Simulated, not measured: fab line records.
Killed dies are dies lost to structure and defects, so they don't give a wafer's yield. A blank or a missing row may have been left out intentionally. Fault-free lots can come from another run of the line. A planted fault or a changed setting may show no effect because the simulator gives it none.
fab line records	flow n5_finfet
record lots=12	wafers=30	last_day=18
route steps=1938 shown BEOL_M3@1005 BEOL_M4@1021 PASSIVATION@1936
lots untouched by any fault: they come from a run of this same line in which no faults occurred
start_h: start of the lot's first displayed wafer, in hours after the record's first day	wait_h: time in hours since the lot's previous step	" same as the row above	L1.1+2: several wafers, shown together as one row	- no value, or no start given	* or withheld: withheld	< > ~ a bound
route shown NAME@n: NAME is a module with steps in the file, n the number in the route of the first one	usual: mean/standard deviation taken from wafers without a fault	same: alike in all rows	chamber/n: place in a boat	sites: per-site readings	_std_site: their standard deviation	_edge_site: mean of outer sites minus mean of inner sites	radius_mm: for every site, how far away it sits from the centre of the wafer	mask NAME#n: copy n	behind: the last tool/chamber to shape the wafer	hold: what put the lot on hold/how long, in hours/how the hold closed	device: transistor that didn't switch, given as n, p or np	end of line: at the end of the route, the tests of the same wafers	where a step has no rows: the recipe by itself	killed: at the first sort, the dies lost to defects and structure; wafer yield is something else	map: shows each die of a wafer: x if killed, . if not, _ if none is there
set.NAME: the run value of the setting; set.NAME@STEP: its run value at that earlier step	model.NAME: the simulator's own value behind a step, which no gauge read
the route's steps for a sample of lots (tables are steps, rows are wafers)
services: from which hour (start_h, from the record's first day; less than 0 if before it) a tool's chamber was out of use, for how many hours, and why
## steps
# step N5_BEOL_M3_ANNEAL_91
# recipe temp_c=400	time_s=240	ambient=vacuum
# usual heater_power_w=831/100
lot.wafer	tool	chamber	start_h	wait_h	heater_power_w
L449.1	pvd_sputter-02	-	175.49	0.0	790
L449.2	"	-	"	"	752
L453.4	pvd_sputter-03	-	183.37	0.0	834
L453.5	"	-	"	"	699
L455.1	pvd_sputter-01	-	195.78	0.0	805
L455.3	"	-	"	"	947
L457.2	pvd_sputter-01	-	211.57	0.0	1058
L457.4	"	-	"	"	821
L457.5	"	-	"	"	971
L458.2	pvd_sputter-01	-	214.75	0.0	981
L458.4	"	-	"	"	818
L458.5	"	-	"	"	783
L463.1	pvd_sputter-03	-	249.21	0.0	866
L463.4	"	-	"	"	704
L463.5	"	-	"	"	843
L461.3	pvd_sputter-02	-	255.53	0.0	846
L461.5	"	-	"	"	918
L461.6	"	-	"	"	761
L464.1	pvd_sputter-02	-	257.41	0.0	786
L464.2	"	-	"	"	747
L465.1	pvd_sputter-02	-	259.37	0.0	907
L465.2	"	-	"	"	926
L469.2	pvd_sputter-03	-	285.12	0.0	713
L469.3	"	-	"	"	878
L470.1	pvd_sputter-03	-	298.45	0.0	694
L470.3	"	-	"	"	874
L470.4	"	-	"	"	825
L471.2	pvd_sputter-01	-	309.62	0.0	1061
L471.4	"	-	"	"	925
L471.6	"	-	"	"	813
# step N5_BEOL_M3_PRE_CLEAN_60
# recipe gas=NH3/H2	time_s=15	temp_c=*	rf_power_w=300
# usual heater_power_w=88/27
lot.wafer	tool	chamber	start_h	wait_h	heater_power_w
L449.1	cvd_co-01	1	176.89	0.0	98
L449.2	"	2	"	"	119
L453.4	cvd_co-01	0	184.84	0.1	44
L453.5	"	1	"	"	99
L455.1	cvd_co-01	0	197.24	0.1	45
L455.3	"	2	"	"	120
L457.2	cvd_co-01	2	212.99	0.0	121
L457.4	"	1	"	"	103
L457.5	"	2	"	"	119
L458.2	cvd_co-01	1	216.16	0.0	101
L458.4	"	2	"	"	119
L458.5	"	1	"	"	101
L463.1	cvd_co-01	0	250.62	0.0	45
L463.4	"	2	"	"	121
L463.5	"	1	"	"	101
L461.3	cvd_co-01	0	256.99	0.0	44
L461.5	"	0	"	"	45
L461.6	"	1	"	"	99
L464.1	cvd_co-01	2	258.81	0.0	119
L464.2	"	1	"	"	102
L465.1	cvd_co-01	1	260.77	0.0	99
L465.2	"	2	"	"	121
L469.2	cvd_co-02	1	286.52	0.0	83
L469.3	"	2	"	"	94
L470.1	cvd_co-01	0	299.87	0.0	45
L470.3	"	2	"	"	120
L470.4	"	1	"	"	100
L471.2	cvd_co-02	0	311.03	0.0	93
L471.4	"	0	"	"	95
L471.6	"	2	"	"	90
# step N5_BEOL_M4_ILD_DEP_00
# recipe material=SiOC	target_thk_a=790	temp_c=350	precursor=DEMS/O2	pressure_torr=5	rf_w=500	time_s=15.3
# usual heater_power_w=551/78	showerhead_plenum_p_Torr=5.694/0.014	throttle_valve_pct=12.1/0.91
lot.wafer	tool	chamber	start_h	wait_h	heater_power_w	showerhead_plenum_p_Torr	throttle_valve_pct
L449.1	pecvd-02	0	177.18	0.0	566	5.689	12.8
L449.2	"	2	"	"	652	5.696	12.6
L453.4	pecvd-02	1	185.13	0.1	498	5.672	12.5
L453.5	"	0	"	"	597	5.701	12.7
L455.1	pecvd-03	0	197.53	0.0	458	5.691	11.8
L455.3	"	2	"	"	597	5.685	11.3
L457.2	pecvd-01	1	213.28	0.0	535	5.702	13.5
L457.4	"	1	"	"	511	5.696	13.5
L457.5	"	0	"	"	639	5.708	11.4
L458.2	pecvd-01	2	216.44	0.0	542	5.681	11.2
L458.4	"	1	"	"	478	5.716	13.5
L458.5	"	0	"	"	631	5.703	11.2
L463.1	pecvd-02	1	250.90	0.0	521	5.687	12.6
L463.4	"	1	"	"	512	5.687	12.5
L463.5	"	2	"	"	660	5.687	12.6
L461.3	pecvd-02	2	257.32	0.1	651	5.706	13.0
L461.5	"	2	"	"	672	5.684	12.8
L461.6	"	0	"	"	574	5.685	12.7
L464.1	pecvd-02	0	259.10	0.0	532	5.696	12.5
L464.2	"	2	"	"	680	5.699	12.8
L465.1	pecvd-02	2	261.06	0.0	632	5.689	12.8
L465.2	"	0	"	"	615	5.689	12.6
L469.2	pecvd-02	0	286.81	0.0	558	5.686	12.4
L469.3	"	1	"	"	550	5.682	12.7
L470.1	pecvd-01	2	300.16	0.0	481	5.686	11.2
L470.3	"	0	"	"	601	5.701	11.5
L470.4	"	0	"	"	630	5.702	11.2
L471.2	pecvd-01	0	311.31	0.0	676	5.697	11.3
L471.4	"	0	"	"	694	5.694	11.2
L471.6	"	1	"	"	442	5.716	13.7
# step N5_BEOL_M4_THK_MEAS_01
# recipe reads=SiOC_of_BEOL_M4_ILD_DEP_00
# usual M4_ILD_THK=79.4/0.99
lot.wafer	tool	chamber	start_h	wait_h	M4_ILD_THK[nm]
L449.1	film_metro-01	-	177.24	0.0	78.6
L449.2	"	-	"	"	79.0
L453.4	film_metro-02	-	185.19	0.0	80.2
L453.5	"	-	"	"	81.3
L455.1	film_metro-02	-	197.60	0.0	79.4
L455.3	"	-	"	"	78.6
L457.2	film_metro-01	-	213.34	0.1	78.4
L457.4	"	-	"	"	80.3
L457.5	"	-	"	"	79.4
L458.2	film_metro-02	-	216.52	0.1	79.9
L458.4	"	-	"	"	81.5
L458.5	"	-	"	"	80.4
L463.1	film_metro-01	-	250.98	0.1	78.3
L463.4	"	-	"	"	79.0
L463.5	"	-	"	"	79.5
L461.3	film_metro-01	-	257.39	0.1	80.2
L461.5	"	-	"	"	80.2
L461.6	"	-	"	"	80.1
L464.1	film_metro-01	-	259.18	0.1	129.4
L464.2	"	-	"	"	129.4
L465.1	film_metro-01	-	261.14	0.1	127.7
L465.2	"	-	"	"	126.4
L469.2	film_metro-02	-	286.87	0.1	127.0
L469.3	"	-	"	"	79.6
L470.1	film_metro-01	-	300.22	0.0	79.3
L470.3	"	-	"	"	78.5
L470.4	"	-	"	"	80.6
L471.2	film_metro-01	-	311.38	0.1	78.7
L471.4	"	-	"	"	80.2
L471.6	"	-	"	"	79.4
# step N5_BEOL_M4_HM_DEP_02
# recipe material=TiN	target_thk_a=200	temp_c=25	chamber_pressure_pa=0.49996
# usual throttle_valve_pct=29.9/0.97
lot.wafer	tool	chamber	start_h	wait_h	throttle_valve_pct
L449.1	pvd_sputter-02	-	178.77	1.5	28.4
L449.2	"	-	"	"	30.1
L453.4	pvd_sputter-03	-	185.53	0.3	30.0
L453.5	"	-	"	"	29.6
L455.1	pvd_sputter-01	-	197.75	0.1	29.0
L455.3	"	-	"	"	32.0
L457.2	pvd_sputter-03	-	214.87	1.5	29.7
L457.4	"	-	"	"	31.5
L457.5	"	-	"	"	29.8
L458.2	pvd_sputter-03	-	217.21	0.6	29.5
L458.4	"	-	"	"	31.3
L458.5	"	-	"	"	31.6
L463.1	pvd_sputter-01	-	251.29	0.3	28.8
L463.4	"	-	"	"	30.2
L463.5	"	-	"	"	29.0
L461.3	pvd_sputter-01	-	259.83	2.4	31.8
L461.5	"	-	"	"	30.1
L461.6	"	-	"	"	29.0
L464.1	pvd_sputter-01	-	260.69	1.5	28.9
L464.2	"	-	"	"	30.1
L465.1	pvd_sputter-01	-	261.83	0.6	30.4
L465.2	"	-	"	"	28.8
L469.2	pvd_sputter-01	-	287.65	0.7	30.2
L469.3	"	-	"	"	28.9
L470.1	pvd_sputter-03	-	301.35	1.1	29.8
L470.3	"	-	"	"	31.6
L470.4	"	-	"	"	29.6
L471.2	pvd_sputter-02	-	311.80	0.4	28.5
L471.4	"	-	"	"	30.0
L471.6	"	-	"	"	28.7
# step N5_BEOL_M4_RC_MEAS_101
# usual DIBL_N=35.1/1.5	DIBL_P=35.2/2	IOFF_N=0.146/0.028	IOFF_P=0.20/0.036	ION_N=670/12	ION_P=462/8.2	SS_N=71.2/0.63	SS_P=73.1/0.7	VT_N=250/3.6	VT_P=-251/3.3
lot.wafer	tool	chamber	start_h	wait_h	DIBL_N[mV/V]	DIBL_P[mV/V]	IOFF_N[nA/um]	IOFF_P[nA/um]	ION_N[uA/um]	ION_P[uA/um]	SS_N[mV/dec]	SS_P[mV/dec]	VT_N[mV]	VT_P[mV]
L449.1	prober-02	0	190.33	0.0	32.4	32.2	0.104	0.16	659	454	70.0	72.6	254	-251
L449.2	"	0	"	"	36.0	37.7	0.163	0.24	668	465	71.6	73.4	248	-250
L453.4	prober-02	0	194.58	0.5	37.0	38.1	0.178	0.21	667	455	71.7	74.1	250	-252
L453.5	"	0	"	"	36.6	38.4	0.183	0.22	674	467	71.6	74.4	246	-251
L455.1	prober-02	0	215.13	0.0	36.9	35.9	0.197	0.25	699	475	71.1	74.2	242	-245
L455.3	"	0	"	"	37.3	36.5	0.203	0.25	670	458	71.3	74.4	246	-247
L457.2	prober-02	0	221.81	0.2	37.2	37.5	0.161	0.20	668	458	71.2	74.1	250	-252
L457.4	"	0	"	"	36.5	37.7	0.155	0.21	675	468	71.8	73.9	249	-252
L457.5	"	0	"	"	35.6	35.0	0.128	0.17	668	456	71.4	73.0	253	-254
L458.2	prober-02	0	240.71	0.2	34.4	33.1	0.138	0.17	672	461	71.4	73.1	250	-251
L458.4	"	0	"	"	34.9	33.4	0.141	0.18	660	453	70.9	72.8	248	-249
L458.5	"	0	"	"	36.2	35.6	0.167	0.20	694	470	71.8	74.1	243	-252
L463.1	prober-02	0	263.64	0.7	33.3	33.7	0.127	0.19	666	462	70.3	72.5	251	-249
L463.4	"	0	"	"	32.8	34.1	0.126	0.19	664	464	70.7	72.5	251	-251
L463.5	"	0	"	"	35.4	36.4	0.161	0.24	675	469	71.8	73.6	247	-247
L461.3	prober-01	0	266.73	0.3	34.1	33.7	0.121	0.22	665	469	71.1	72.8	249	-246
L461.5	"	0	"	"	35.3	34.8	0.141	0.23	673	471	72.1	73.8	249	-246
L461.6	"	0	"	"	36.3	36.0	0.159	0.24	676	470	71.7	73.4	249	-247
L469.3	prober-02	0	294.40	0.3	36.7	36.1	0.176	0.21	671	457	71.5	73.8	249	-251
L470.1	prober-01	0	324.03	0.0	33.1	32.6	0.103	0.15	657	456	70.5	71.4	257	-255
L470.3	"	0	"	"	32.8	33.5	0.110	0.17	664	464	70.8	72.8	253	-253
L470.4	"	0	"	"	33.7	33.0	0.116	0.16	670	451	70.2	72.3	253	-255
L471.2	prober-01	0	327.86	0.2	34.9	36.4	0.155	0.21	684	468	71.1	73.1	248	-249
L471.4	"	0	"	"	36.2	37.9	0.173	0.23	678	465	71.8	74.0	246	-250
L471.6	"	0	"	"	35.0	36.3	0.146	0.20	675	472	71.4	73.0	248	-250
# step N5_PASSIVATION_PROBE_49
# usual defect_limited_yield=91.4/1.4	killed_at_M0_to_M3=32/10	killed_at_M4_up=13/5.6	killed_at_contacts=13/6.6	killed_at_front_end=39/13	killed_at_other=3.4/2.8	killed_dies=101/17	killed_on_rim=14/4.5	killed_open=66/13	killed_short=33/7	sort_bin_5_function=5.0/0.93	sort_bin_6_memory=3.2/0.65	sort_n_pass=1078/17	sort_yield_pct=91.4/1.4
# same gross_dies=1180	killed_at_back_side=0	sort_bin_4_leakage[%]=0	sort_bin_8_speed[%]=0
lot.wafer	tool	chamber	start_h	wait_h	defect_limited_yield[%]	killed_at_M0_to_M3	killed_at_M4_up	killed_at_contacts	killed_at_front_end	killed_at_other	killed_dies	killed_on_rim	killed_open	killed_short	sort_bin_5_function[%]	sort_bin_6_memory[%]	sort_n_pass	sort_yield_pct[%]
L449.1	prober-01	-	293.31	0.0	93.6	26	11	5	32	1	75	6	53	22	3.8	2.3	1105	93.6
L449.2	prober-01	-	293.36	0.1	90.2	32	10	15	55	4	116	18	73	43	6.3	3.1	1064	90.2
L455.1	prober-01	-	334.95	0.0	90.0	48	10	10	47	3	118	17	80	36	5.9	3.8	1062	90.0
L455.3	prober-01	-	335.05	0.1	88.8	45	20	5	57	5	132	24	91	37	6.2	4.2	1048	88.8
L458.2	prober-01	-	355.16	0.1	93.0	25	19	7	25	7	83	12	43	33	4.0	2.5	1097	93.0
L458.4	prober-01	-	355.26	0.2	90.3	36	32	3	40	3	114	15	77	33	6.1	3.4	1066	90.3
L458.5	prober-01	-	355.31	0.2	92.5	36	25	6	20	1	88	6	60	25	4.4	2.6	1092	92.5
L461.3	prober-02	-	360.60	0.1	92.0	20	26	8	37	3	94	13	45	45	4.4	3.1	1086	92.0
L461.5	prober-02	-	360.70	0.2	91.7	26	12	12	47	1	98	8	67	29	4.9	2.7	1082	91.7
L461.6	prober-02	-	360.75	0.3	90.7	48	11	13	36	2	110	15	73	37	5.6	3.5	1070	90.7
L463.1	prober-01	-	374.53	0.0	93.3	18	10	13	38	0	79	8	45	28	3.5	2.6	1101	93.3
L463.4	prober-01	-	374.68	0.2	92.9	25	15	11	30	3	84	14	54	28	3.6	3.3	1096	92.9
L463.5	prober-01	-	374.73	0.2	91.7	27	14	17	38	2	98	6	63	26	4.2	3.2	1082	91.7
L464.1	prober-02	-	378.08	0.0	0	39	1085	12	36	8	1180	152	69	29	95.8	3.7	0	0
L464.2	prober-02	-	378.13	0.1	0	27	1114	9	28	2	1180	152	51	24	97.2	2.7	0	0
L465.1	prober-02	-	383.09	0.0	0	31	1110	4	28	7	1180	152	57	26	96.9	2.8	0	0
L465.2	prober-02	-	383.14	0.1	0	50	1081	21	24	4	1180	152	74	42	95.6	3.9	0	0
L469.2	prober-01	-	408.44	0.1	0	31	1066	10	63	10	1180	152	85	40	95.2	4.4	0	0
L469.3	prober-01	-	408.49	0.1	88.2	37	14	12	72	4	139	20	102	36	7.0	4.5	1041	88.2
# killed by level:class
L449.1 STI_FIN_REVEAL:geometric_particle:open=13 BEOL_M3:geometric_particle:open=11 FIN_SAQP:geometric_particle:short=5 BEOL_M1:geometric_particle:open=5 BEOL_M4:geometric_particle:open=5 FIN_SAQP:geometric_particle:open=4 MOL_CONTACT_COAG:geometric_particle:open=4 BEOL_M0:geometric_particle:short=3
L449.2 FIN_SAQP:geometric_particle:open=16 MOL_CONTACT_COAG:geometric_particle:open=13 FIN_SAQP:geometric_particle:short=9 GATE_CUT:geometric_particle:short=8 BEOL_M3:geometric_particle:open=8 BEOL_M0_SAQP:geometric_particle:short=7 BEOL_M0_SAQP:geometric_particle:open=7 STI_FIN_REVEAL:geometric_particle:open=4
L455.1 BEOL_M2:geometric_particle:open=13 MOL_CONTACT_COAG:geometric_particle:open=10 FIN_SAQP:geometric_particle:open=9 FIN_SAQP:geometric_particle:short=8 BEOL_M0_SAQP:geometric_particle:open=8 BEOL_M3:geometric_particle:open=7 DUMMY_GATE:geometric_particle:open=6 BEOL_M0_SAQP:geometric_particle:short=6
L455.3 BEOL_M2:geometric_particle:open=17 BEOL_M3:geometric_particle:open=11 BEOL_M4:geometric_particle:open=11 FIN_SAQP:geometric_particle:open=10 GATE_CUT:geometric_particle:short=9 FIN_SAQP:geometric_particle:short=6 DUMMY_GATE:geometric_particle:open=6 GATE_CUT:geometric_particle:open=6
L458.2 BEOL_M4:geometric_particle:open=14 BEOL_M0_SAQP:geometric_particle:short=8 BEOL_M0_SAQP:geometric_particle:open=7 FIN_SAQP:geometric_particle:short=5 GATE_CUT:geometric_particle:short=4 MOL_CONTACT_COAG:geometric_particle:open=4 HKMG_FIN:area_etch=4 FIN_SAQP:geometric_particle:open=3
L458.4 BEOL_M4:geometric_particle:open=16 FIN_SAQP:geometric_particle:open=13 BEOL_M1:geometric_particle:open=12 BEOL_M2:geometric_particle:open=10 STARTING-WAFER:geometric_particle:short=6 FIN_SAQP:geometric_particle:short=5 BEOL_M0_SAQP:geometric_particle:short=5 ILD0:geometric_particle:short=4
L458.5 BEOL_M4:geometric_particle:open=16 BEOL_M0_SAQP:geometric_particle:open=9 FIN_SAQP:geometric_particle:short=8 BEOL_M0_SAQP:geometric_particle:short=6 BEOL_M1:geometric_particle:open=6 BEOL_M2:geometric_particle:short=6 FIN_SAQP:geometric_particle:open=5 MOL_CONTACT_COAG:geometric_particle:open=4
L461.3 BEOL_M4:geometric_particle:short=9 FIN_SAQP:geometric_particle:short=8 BEOL_M0_SAQP:geometric_particle:short=8 STI_FIN_REVEAL:geometric_particle:open=6 MOL_CONTACT_COAG:geometric_particle:open=6 FIN_SAQP:geometric_particle:open=5 BEOL_M4:geometric_particle:open=5 GATE_CUT:geometric_particle:open=4
L461.5 MOL_CONTACT_COAG:geometric_particle:open=10 FIN_SAQP:geometric_particle:open=9 STI_FIN_REVEAL:geometric_particle:open=8 BEOL_M2:geometric_particle:open=7 BEOL_M4:geometric_particle:open=6 BEOL_M3:geometric_particle:open=6 DUMMY_GATE:geometric_particle:open=5 ILD0:geometric_particle:open=5
L461.6 BEOL_M0_SAQP:geometric_particle:open=10 MOL_CONTACT_COAG:geometric_particle:open=10 BEOL_M2:geometric_particle:open=10 BEOL_M3:geometric_particle:open=10 FIN_SAQP:geometric_particle:open=9 BEOL_M0_SAQP:geometric_particle:short=6 BEOL_M0:geometric_particle:short=5 GATE_CUT:geometric_particle:short=5
L463.1 FIN_SAQP:geometric_particle:short=10 MOL_CONTACT_COAG:geometric_particle:open=8 FIN_SAQP:geometric_particle:open=7 DUMMY_GATE:geometric_particle:open=5 MOL_CONTACT_COAG:geometric_particle:short=5 HKMG_FIN:area_etch=5 BEOL_M3:geometric_particle:open=4 BEOL_M0_SAQP:geometric_particle:short=4
L463.4 MOL_CONTACT_COAG:geometric_particle:open=7 BEOL_M0_SAQP:geometric_particle:short=7 STI_FIN_REVEAL:geometric_particle:open=6 DUMMY_GATE:geometric_particle:open=5 BEOL_M3:geometric_particle:open=5 BEOL_M2:geometric_particle:open=5 BEOL_M4:geometric_particle:open=5 FIN_SAQP:geometric_particle:open=4
L463.5 MOL_CONTACT_COAG:geometric_particle:open=12 BEOL_M2:geometric_particle:open=7 BEOL_M0_SAQP:geometric_particle:open=7 HKMG_FIN:area_etch=7 DUMMY_GATE:geometric_particle:open=6 BEOL_M0_SAQP:geometric_particle:short=6 FIN_SAQP:geometric_particle:open=5 MOL_CONTACT_COAG:geometric_particle:short=5
L464.1 BEOL_M4:area_dep=1079 BEOL_M0_SAQP:geometric_particle:open=13 MOL_CONTACT_COAG:geometric_particle:open=11 GATE_CUT:geometric_particle:open=7 BEOL_M0_SAQP:geometric_particle:short=7 STI_FIN_REVEAL:geometric_particle:open=6 BEOL_M3:geometric_particle:open=6 FIN_SAQP:geometric_particle:open=5
L464.2 BEOL_M4:area_dep=1104 MOL_CONTACT_COAG:geometric_particle:open=9 FIN_SAQP:geometric_particle:short=8 BEOL_M0_SAQP:geometric_particle:open=8 DUMMY_GATE:geometric_particle:open=5 BEOL_M0_SAQP:geometric_particle:short=5 STI_FIN_REVEAL:geometric_particle:open=4 BEOL_M4:geometric_particle:open=4
L465.1 BEOL_M4:area_dep=1097 GATE_CUT:geometric_particle:short=8 GATE_CUT:geometric_particle:open=8 BEOL_M0:geometric_particle:open=8 BEOL_M1:geometric_particle:open=5 BEOL_M4:geometric_particle:open=5 BEOL_M0_SAQP:geometric_particle:open=4 BEOL_M2:geometric_particle:open=4
L465.2 BEOL_M4:area_dep=1062 MOL_CONTACT_COAG:geometric_particle:open=15 BEOL_M0_SAQP:geometric_particle:short=12 FIN_SAQP:geometric_particle:open=10 BEOL_M2:geometric_particle:open=10 BEOL_M1:geometric_particle:open=10 MOL_CONTACT_COAG:geometric_particle:short=6 BEOL_M0_SAQP:geometric_particle:open=6
L469.2 BEOL_M4:area_dep=1053 FIN_SAQP:geometric_particle:open=16 STI_FIN_REVEAL:geometric_particle:open=12 BEOL_M3:geometric_particle:open=12 FIN_SAQP:geometric_particle:short=10 MOL_CONTACT_COAG:geometric_particle:open=8 GATE_CUT:geometric_particle:short=6 BEOL_M0:geometric_particle:open=5
L469.3 FIN_SAQP:geometric_particle:open=24 STI_FIN_REVEAL:geometric_particle:open=16 BEOL_M1:geometric_particle:open=13 FIN_SAQP:geometric_particle:short=11 MOL_CONTACT_COAG:geometric_particle:open=11 BEOL_M4:geometric_particle:open=7 STI_FIN_REVEAL:geometric_particle:short=6 GATE_CUT:geometric_particle:short=6
## services
tool	chamber	start_h	hours	kind
pecvd-02	2	156.93	5.5	scheduled_down
pecvd-01	0	157.08	5.5	scheduled_down
pecvd-03	1	165.24	5.0	scheduled_down
cvd_co-02	-	172.77	4.2	repair
pecvd-01	0	194.66	2.1	scheduled_down
cvd_co-02	-	201.28	0.2	repair
pecvd-02	0	205.48	2.1	scheduled_down
cvd_co-02	-	208.32	2.8	pm
cvd_co-02	-	225.93	0.9	repair
pecvd-03	2	243.63	2.1	scheduled_down
cvd_co-02	-	246.82	0.4	repair
pecvd-02	1	256.61	16.5	scheduled_down
pecvd-03	0	302.43	5.6	repair
## key
first_sign step=N5_BEOL_M4_THK_MEAS_01	reading=M4_ILD_THK	direction=up	sigmas=49	usual=79.4	struck=128.0
effect step=N5_PASSIVATION_PROBE_49	reading=killed_at_M4_up	direction=up	sigmas=99+	usual=13	struck=1091
more_kills_born_at N5_BEOL_M4_ILD_DEP_00@pecvd-02=5395
met_at N5_BEOL_M4_ILD_DEP_00
struck_lots L464,L465,L469
struck_wafers L464.1,L464.2,L465.1,L465.2,L469.2
later_rows_left_out L464.1,L464.2,L465.1,L465.2,L469.2
not_acting_at N5_BEOL_M3_ANNEAL_91,N5_BEOL_M3_PRE_CLEAN_60,N5_BEOL_M4_HM_DEP_02
onset_between 257.32 259.10
fault kind=process_parameter_drift	tool=pecvd-02	chamber=-	onset_h=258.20	steps=N5_BEOL_M4_ILD_DEP_00	channel=time_s	offset=*	shape=step	end_h=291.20	scope=struck_wafers_only	acts_in=*	stated=*
# later_rows_left_out: the simulator's readings of these wafers behind a module that went badly wrong aren't trusted and aren't shown, but for the sort
